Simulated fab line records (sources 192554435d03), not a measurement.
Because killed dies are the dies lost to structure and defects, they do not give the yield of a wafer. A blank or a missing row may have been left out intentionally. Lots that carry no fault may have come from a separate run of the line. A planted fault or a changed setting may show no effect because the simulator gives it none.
A lot that was struck, set against a sound lot :: flow n5_finfet :: 18 steps out of a route of 1938
Sound: the wafers L546.2, L546.3, L546.6. Struck: wafers L547.1, L547.6. (L547.3 of the same lot was not struck and is left out.) The cause comes at the end.
Order at every step that has rows: each side's tool, ch and its chambers, its first start. Under that, the readings that differ: sound wafers :: struck wafers :: difference of the means :: sigmas: that difference in standard deviations of wafers without a fault.
alike: a reading whose means differ by less than 2 such deviations, as well as words and numbers matching on both sides. not compared: withheld readings; readings where some wafer has no value; bounds like >300 that might hide an equal value; numbers whose values overlap and for which the record gives no deviation.
The two part at a step that has a row with sigmas, a row that says differs or no value, or rows on one side only. Non-overlapping numbers with no deviation appear without sigmas and do not part them. A reading missing from all wafers of one side parts the sides only when that side holds two or more wafers.

N5_BEOL_M1_ANNEAL_82: time 240 s.
  sound: pvd_sputter-02 at day 7 22:32; struck: pvd_sputter-01 at day 8 05:26
  alike: heater_power_w
then, 5 steps without rows for these wafers: N5_BEOL_M1_SPUTTER_86 (material Cu, target thk 4.5 nm, time 8.29 s); N5_BEOL_M1_ANNEAL_87 (time 240 s); N5_BEOL_M1_SPUTTER_88 (material Cu, target thk 4.5 nm, time 8.29 s); N5_BEOL_M1_ANNEAL_89 (time 240 s); N5_BEOL_M1_SPUTTER_90 (material Cu, target thk 4.5 nm, time 8.29 s).
N5_BEOL_M1_ANNEAL_91: time 240 s.
  sound: pvd_sputter-02 at day 7 23:12; struck: pvd_sputter-01 at day 8 06:06
  alike: heater_power_w
N5_BEOL_M1_SPUTTER_92: material Cu, target thk 4.5 nm, time 8.29 s.
  sound: pvd_sputter-02 at day 7 23:20; struck: pvd_sputter-01 at day 8 06:14
  alike: throttle_valve_pct
then, 1 step without rows for these wafers: N5_BEOL_M1_ANNEAL_93 (time 240 s).
N5_BEOL_M1_SPUTTER_94: material Cu, target thk 4.5 nm, time 8.29 s.
  sound: pvd_sputter-02 at day 7 23:34; struck: pvd_sputter-01 at day 8 06:28
  alike: throttle_valve_pct
then, 2 steps without rows for these wafers: N5_BEOL_M1_ANNEAL_95 (time 240 s); N5_BEOL_M1_SPUTTER_96 (material Cu, target thk 4.5 nm, time 8.29 s).
N5_BEOL_M1_ECD_50: material Cu, target thk 300 nm.
  sound on ecd_cu-01 ch 0,1, day 7 23:54; struck on ecd_cu-02 ch 1, day 8 06:48
reading: model.Cu_of_BEOL_M1_ECD_50.thk_nm (nm)
sound: 300.8 298.4 296.6
struck: 430.6 428.6
difference: +131.0
sigmas: 
N5_BEOL_M1_ANNEAL_51: time 90 s.
  sound on rtp_anneal-01 ch 0, day 8 00:07; struck on rtp_anneal-02 ch 0, day 8 06:53
  alike: wafer_temp_C_max
N5_BEOL_M1_CMP_52: polishes, stops on SiOC, t overpolish 6.8 s, target thk 40 nm.
  sound on cmp-01 ch 1,2, day 8 00:22; struck on cmp-02 ch 0,2, day 8 07:11
reading: time_to_endpoint_s (s)
sound: 60 63 60
struck: 84 88
difference: +25
sigmas: +7
  alike: motor_current_A, platen_rpm
N5_BEOL_M1_THK_MEAS_53: measures by xrf.
  sound: film_metro-01 at day 8 00:40; struck: film_metro-02 at day 8 07:28
  alike: M1_THK
N5_BEOL_M4_RC_MEAS_101:
  sound on prober-02 ch 0, day 9 20:14; struck on prober-01 ch 0, day 9 15:13
  alike: DIBL_N, DIBL_P, IOFF_N, IOFF_P, ION_N, ION_P, SS_N, SS_P, VT_N, VT_P
-- a jump in the record: the struck wafers' starts before and after are 5 days apart (it breaks off in module BEOL_M4 and resumes in module PASSIVATION, where the first step shown is number 1936 of the route) --
N5_PASSIVATION_PROBE_49:
  sound: prober-01 at day 14 02:24; struck: prober-01 at day 14 04:49
  alike: defect_limited_yield, killed_at_M0_to_M3, killed_at_M4_up, killed_at_contacts, killed_at_front_end, killed_at_other, killed_dies, killed_on_rim, killed_open, killed_short, sort_bin_5_function, sort_bin_6_memory, sort_n_pass, sort_yield_pct

== WHERE THEY PART ==
Only at N5_BEOL_M1_CMP_52, as far as this record shows. Later steps at which nothing parts them and some readings are alike: N5_BEOL_M1_THK_MEAS_53, N5_BEOL_M4_RC_MEAS_101, N5_PASSIVATION_PROBE_49.

WHY: what the simulator had put in
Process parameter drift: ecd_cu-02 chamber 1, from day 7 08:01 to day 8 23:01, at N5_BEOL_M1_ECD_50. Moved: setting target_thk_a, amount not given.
